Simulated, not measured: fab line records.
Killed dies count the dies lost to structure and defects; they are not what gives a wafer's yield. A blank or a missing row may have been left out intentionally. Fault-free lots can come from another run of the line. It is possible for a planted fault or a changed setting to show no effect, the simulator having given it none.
Matching of chambers    flow n5 finfet    pecvd-01 running N5_BEOL_M9_ILD_DEP_00: 3 sister chambers
The step deposits SiCOH lowk from DEMS/porogen, target thk 308.51 nm, time 58 s. 6 wafers are shown with their chamber, then 10 later ones without.

== WAFERS PAIRED WITH THEIR CHAMBERS ==
wafer   chamber  throttle valve pct (%)  heater power w (W)
L080.2  1        14.7                    288
L082.6  0        13.2                    339
L083.4  1        15.0                    284
L083.5  2        12.5                    253
L085.3  2        12.4                    270
L085.5  0        13.2                    403

== WAFERS WHOSE CHAMBER IS MISSING ==
wafer   throttle valve pct (%)  heater power w (W)
L085.6  12.3                    283
L087.2  14.9                    288
L087.4  12.7                    393
L087.6  14.7                    297
L088.2  12.5                    269
L088.3  14.7                    289
L088.5  12.5                    276
L094.4  14.7                    251
L094.5  13.3                    381
L094.6  12.5                    298

== THE CHAMBER EACH PASSED THROUGH ==
wafer   from the rows above      in truth
L085.6  2                        2
L087.2  1                        1
L087.4  can't be placed: 0 or 2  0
L087.6  1                        1
L088.2  2                        2
L088.3  1                        1
L088.5  2                        2
L094.4  1                        1
L094.5  0                        0
L094.6  2                        2
9 of 10 placed correctly. From these rows, 1 cannot be placed; in 1 the true chamber is one of the candidates. 0 placed wrongly.
How it was worked out, from the rows above alone: a wafer's distance from a chamber is the root of the sum, over the readings, of the square of ((its reading less the chamber's mean) divided by the reading's scatter). If the next closest chamber is less than 2 further off than the closest, the wafer can't be placed; otherwise it belongs to the closest. Each chamber's mean is taken over the wafers shown for it. The scatter is the square root of a quotient: the sum, over the shown wafers, of each reading's squared deviation from its chamber's mean, divided by wafers minus chambers.
